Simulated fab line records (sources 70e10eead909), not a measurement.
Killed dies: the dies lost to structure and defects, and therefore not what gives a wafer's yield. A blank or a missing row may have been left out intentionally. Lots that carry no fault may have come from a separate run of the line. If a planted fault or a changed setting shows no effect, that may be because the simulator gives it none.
Matching of chambers / flow nand_harc / NHARC_THIN_TSV_DEP_47 on pecvd-04 has 3 sister chambers
The step deposits SiO2, target thk 200 nm. 3 wafers are shown with their chamber, then 12 later ones without.

## WAFERS, EACH WITH ITS CHAMBER
wafer=L084.1; chamber=1; throttle_valve_pct (%)=15.9
wafer=L088.4; chamber=2; throttle_valve_pct (%)=15.9
wafer=L088.6; chamber=0; throttle_valve_pct (%)=16.6

## WAFERS WITHOUT THEIR CHAMBER
wafer=L091.1; throttle_valve_pct (%)=16.1
wafer=L091.5; throttle_valve_pct (%)=15.8
wafer=L091.6; throttle_valve_pct (%)=16.0
wafer=L085.2; throttle_valve_pct (%)=16.1
wafer=L085.4; throttle_valve_pct (%)=15.8
wafer=L085.6; throttle_valve_pct (%)=16.4
wafer=L089.1; throttle_valve_pct (%)=15.9
wafer=L089.2; throttle_valve_pct (%)=16.6
wafer=L089.4; throttle_valve_pct (%)=16.3
wafer=L097.3; throttle_valve_pct (%)=16.5
wafer=L097.4; throttle_valve_pct (%)=16.5
wafer=L097.6; throttle_valve_pct (%)=15.8

## WHICH CHAMBER EACH WENT THROUGH
wafer=L091.1; from the rows above=can't be placed: 1 or 2 or 0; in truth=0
wafer=L091.5; from the rows above=can't be placed: 1 or 2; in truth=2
wafer=L091.6; from the rows above=can't be placed: 1 or 2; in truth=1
wafer=L085.2; from the rows above=can't be placed: 1 or 2 or 0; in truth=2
wafer=L085.4; from the rows above=can't be placed: 1 or 2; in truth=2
wafer=L085.6; from the rows above=can't be placed: 0 or 1 or 2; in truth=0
wafer=L089.1; from the rows above=can't be placed: 1 or 2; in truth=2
wafer=L089.2; from the rows above=0; in truth=0
wafer=L089.4; from the rows above=can't be placed: 0 or 1 or 2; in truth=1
wafer=L097.3; from the rows above=0; in truth=0
wafer=L097.4; from the rows above=0; in truth=0
wafer=L097.6; from the rows above=can't be placed: 1 or 2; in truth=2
Correct placement for 3 of the 12. From these rows, 9 cannot be placed; in 9 the true chamber is one of the candidates. Placed wrongly: 0.
How it was worked out, from the rows above alone: a wafer's distance from a chamber is the root of the sum, over the readings, of the square of ((its reading less the chamber's mean) divided by the reading's scatter). If the next closest chamber is less than 2 further off than the closest, the wafer can't be placed; otherwise it belongs to the closest. A chamber's mean is the mean of its shown wafers. The scatter: root of mean squared gap, hidden wafer to nearest shown wafer, with one shown wafer a chamber.
